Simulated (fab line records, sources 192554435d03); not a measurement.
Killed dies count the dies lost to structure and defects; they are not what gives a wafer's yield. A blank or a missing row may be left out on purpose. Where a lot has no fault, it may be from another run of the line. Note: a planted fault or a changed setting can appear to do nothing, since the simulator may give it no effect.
What tool caused it? + flow n5Finfet + 33 wafers from 11 lots sampled at 5 of the route's 1938 steps

WHAT EACH GAUGE READ, for each wafer
N5_BEOL_M5_OVL_MEAS_29.
| lot  | measured     | on         | V4_OVL (nm)    |
|------|--------------|------------|----------------|
| L075 | day 8 10:59  | overlay-01 | 0.4 -0.6 -0.2  |
| L077 | day 9 11:07  | overlay-01 | 0.2 0.2 0.3    |
| L080 | day 9 21:08  | overlay-01 | -0.6 -0.5 -0.5 |
| L081 | day 10 13:08 | overlay-02 | 1.2 1.1 0.4    |
| L083 | day 11 13:45 | overlay-01 | 0.0 0.0 0.0    |
| L086 | day 11 16:38 | overlay-01 | -1.4 -0.2 -0.8 |
| L087 | day 12 11:35 | overlay-01 | 0.0 0.1 0.9    |
| L089 | day 12 21:49 | overlay-02 | -0.9 0.2 -0.1  |
| L094 | day 13 18:54 | overlay-02 | 0.1 0.8 0.8    |
| L093 | day 14 11:05 | overlay-01 | -1.5 0.0 -0.3  |
| L097 | day 14 18:38 | overlay-02 | 0.4 -0.3 0.0   |

TOOL THAT RAN EACH LOT (tool first, then ch and the chambers of the sampled wafers, then the start)
| lot  | N5_BEOL_M4_ALD_84                  | N5_BEOL_M4_SURFACE_TREAT_85 | N5_BEOL_M5_ETCH_72                | N5_BEOL_M5_HM_OPEN_17            |
|------|------------------------------------|-----------------------------|-----------------------------------|----------------------------------|
| L075 | aldMetal-03 ch 1,2,3, day 8 01:35  | pvdSputter-01, day 8 01:49  | rieDiel-06 ch 0,1,2, day 8 09:56  | rieMetal-03 ch 1, day 8 10:10    |
| L077 | aldMetal-02 ch 1,2,3, day 9 03:28  | pvdSputter-03, day 9 03:41  | rieDiel-02 ch 0,2,3, day 9 10:20  | rieMetal-03 ch 0,1, day 9 10:32  |
| L080 | aldMetal-02 ch 0,3, day 9 11:39    | pvdSputter-02, day 9 11:59  | rieDiel-03 ch 0,1,3, day 9 20:10  | rieMetal-03 ch 0,1, day 9 20:22  |
| L081 | aldMetal-02 ch 0,2,3, day 10 04:37 | pvdSputter-03, day 10 04:57 | rieDiel-02 ch 2,3, day 10 11:38   | rieMetal-03 ch 0,1, day 10 11:53 |
| L083 | aldMetal-02 ch 0,3, day 11 05:47   | pvdSputter-02, day 11 06:05 | rieDiel-06 ch 1,2, day 11 12:57   | rieMetal-02 ch 0,1, day 11 13:13 |
| L086 | aldMetal-01 ch 0,1, day 11 08:52   | pvdSputter-02, day 11 09:09 | rieDiel-02 ch 1,2,3, day 11 15:17 | rieMetal-03 ch 0,1, day 11 15:30 |
| L087 | aldMetal-01 ch 0,1,3, day 12 00:13 | pvdSputter-01, day 12 00:32 | rieDiel-02 ch 0,2, day 12 10:24   | rieMetal-02 ch 0,1, day 12 10:37 |
| L089 | aldMetal-02 ch 0,1,3, day 12 11:39 | pvdSputter-03, day 12 12:05 | rieDiel-06 ch 0,1,2, day 12 21:05 | rieMetal-03 ch 0,1, day 12 21:17 |
| L094 | aldMetal-03 ch 0,1,3, day 13 11:02 | pvdSputter-02, day 13 11:16 | rieDiel-06 ch 0,2,3, day 13 17:26 | rieMetal-03 ch 0,1, day 13 17:39 |
| L093 | aldMetal-02 ch 0,1, day 14 03:48   | pvdSputter-03, day 14 04:03 | rieDiel-06 ch 2,3, day 14 10:12   | rieMetal-01 ch 0,1, day 14 10:25 |
| L097 | aldMetal-03 ch 1,2,3, day 14 06:33 | pvdSputter-02, day 14 06:48 | rieDiel-03 ch 0,2,3, day 14 14:58 | rieMetal-03 ch 0,1, day 14 15:10 |
- N5_BEOL_M4_ALD_84: deposits TaN, pulse time 2 s, purge time 3 s, co reactant purge time 2 s.
- N5_BEOL_M4_SURFACE_TREAT_85
- N5_BEOL_M5_ETCH_72: etches underlayer in N2/H2, target depth 6.5 nm, time 5.2 s.
- N5_BEOL_M5_HM_OPEN_17: chemistry Cl2/BCl3, target TiN, target depth 20 nm, overetch 6 nm.

THE ANSWER, worked out from the rows above alone
Rule: usual is defined by the lots themselves. The widest of any qualifying gaps counts: lots, ordered by their means at a reading, are off when they make up no more than a third of the lots, leave a main group of 4 or more, and stand apart from it by 3 or more times the standard deviation of that group's means. The tables above print the reading to a certain number of digits; a main group whose means all agree to those digits is not used. A lot without any number at a reading at which 4 lots or more have one is off too. Where the step has rows for the other lots, those lots are counted as sound.
Across all readings shown, no lot is off: no conclusion can be drawn from this.

WHAT WAS PUT IN BY THE SIMULATOR
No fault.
